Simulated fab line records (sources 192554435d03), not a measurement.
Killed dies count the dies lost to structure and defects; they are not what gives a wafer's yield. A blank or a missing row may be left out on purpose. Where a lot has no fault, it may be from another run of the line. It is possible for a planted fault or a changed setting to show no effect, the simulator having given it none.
Split-lot experiment | flow n5-finfet | 21 wafers read from 7 lots, route of 1938 steps

SPLIT DETAILS
At N5_BEOL_M14_SPUTTER_43 (material TaN, target thk 15 nm, time 24.19 s), the setting power-w was moved away from the recipe's 15000 W on 6 of the 21 wafers read, by -16.2% to +14.9%. The other wafers ran this setting at the recipe's value.

The reading is taken at the split's own step.

THE READING
TaN_of_BEOL_M14_SPUTTER_43.thk-nm (the simulator's own value, which no gauge read), in nm, at N5_BEOL_M14_SPUTTER_43 (material TaN, target thk 15 nm, time 24.19 s). There is no usual value for it anywhere in the file. The 15 wafers here that ran the recipe average 14.9 nm, standard deviation 0.23 nm.

wafer  | tool, chamber at the split | power-w as run, W | against the recipe | TaN_of_BEOL_M14_SPUTTER_43.thk-nm, nm | against lot-mates on the recipe
L074.1 | pvd-sputter-02, -          | 15000             | recipe             | 15.2                                  | -
L074.5 | pvd-sputter-02, -          | 17230             | +14.9%             | 17.2                                  | +2.2
L074.6 | pvd-sputter-02, -          | 15000             | recipe             | 14.8                                  | -
L083.3 | pvd-sputter-02, -          | 15000             | recipe             | 14.6                                  | -
L083.5 | pvd-sputter-02, -          | 15000             | recipe             | 14.6                                  | -
L083.4 | pvd-sputter-02, -          | 15000             | recipe             | 14.8                                  | -
L090.2 | pvd-sputter-02, -          | 15790             | +5.3%              | 15.6                                  | +0.8
L090.3 | pvd-sputter-02, -          | 15790             | +5.3%              | 15.6                                  | +0.8
L090.6 | pvd-sputter-02, -          | 15000             | recipe             | 14.8                                  | -
L095.1 | pvd-sputter-01, -          | 15000             | recipe             | 15.2                                  | -
L095.3 | pvd-sputter-01, -          | 15000             | recipe             | 15.2                                  | -
L095.5 | pvd-sputter-01, -          | 15000             | recipe             | 15.2                                  | -
L094.1 | pvd-sputter-03, -          | 15000             | recipe             | 14.8                                  | -
L094.3 | pvd-sputter-03, -          | 12570             | -16.2%             | 12.6                                  | -2.2
L094.4 | pvd-sputter-03, -          | 12570             | -16.2%             | 12.4                                  | -2.4
L097.1 | pvd-sputter-02, -          | 15000             | recipe             | 14.6                                  | -
L097.5 | pvd-sputter-02, -          | 15000             | recipe             | 14.6                                  | -
L097.3 | pvd-sputter-02, -          | 15000             | recipe             | 14.8                                  | -
L096.1 | pvd-sputter-02, -          | 14210             | -5.3%              | 14                                    | -0.9
L096.2 | pvd-sputter-02, -          | 15000             | recipe             | 15                                    | -
L096.6 | pvd-sputter-02, -          | 15000             | recipe             | 14.8                                  | -

THE FIT
A straight line over all 21 wafers: TaN_of_BEOL_M14_SPUTTER_43.thk-nm changes by +0.149 nm for each +1% of power-w; r = +0.98; the points scatter about the line by 0.21 nm.
The same after taking each lot's own level away (the mean of its wafers on the recipe; 21 wafers): +0.145 nm for each +1%; r = +0.99; scatter 0.1 nm.
Per that fit: largest power-w move, reading shift of 2.4 nm.
Measured against the standard deviation above, the lots' own levels, which go from 14.67 to 15.20 nm, span 2.3 times it.
The two slopes agree, so the slope changes little with the lot-to-lot level.
Check: -2.43 nm against its lot-mates is what the line predicts for one of the wafers moved furthest among these (-16.2%) when that wafer is left out of the fit. It came out at -2.2 nm against them.

FURTHER SPLITS ON THESE WAFERS
Before the reading, these wafers also passed through other splits. Each is held against what the fit with the lots' levels taken away leaves over:
other split on the same wafers | wafers away from the commonest value | r with TaN_of_BEOL_M14_SPUTTER_43.thk-nm (lot level and that fit taken away)
N5_BEOL_M14_COAT_58 spin-rpm   | 12                                   | +0.05

FILE'S OWN FIT
TaN_of_BEOL_M14_SPUTTER_43.thk-nm changes by +0.146 nm for each +1% of power-w, r = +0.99.
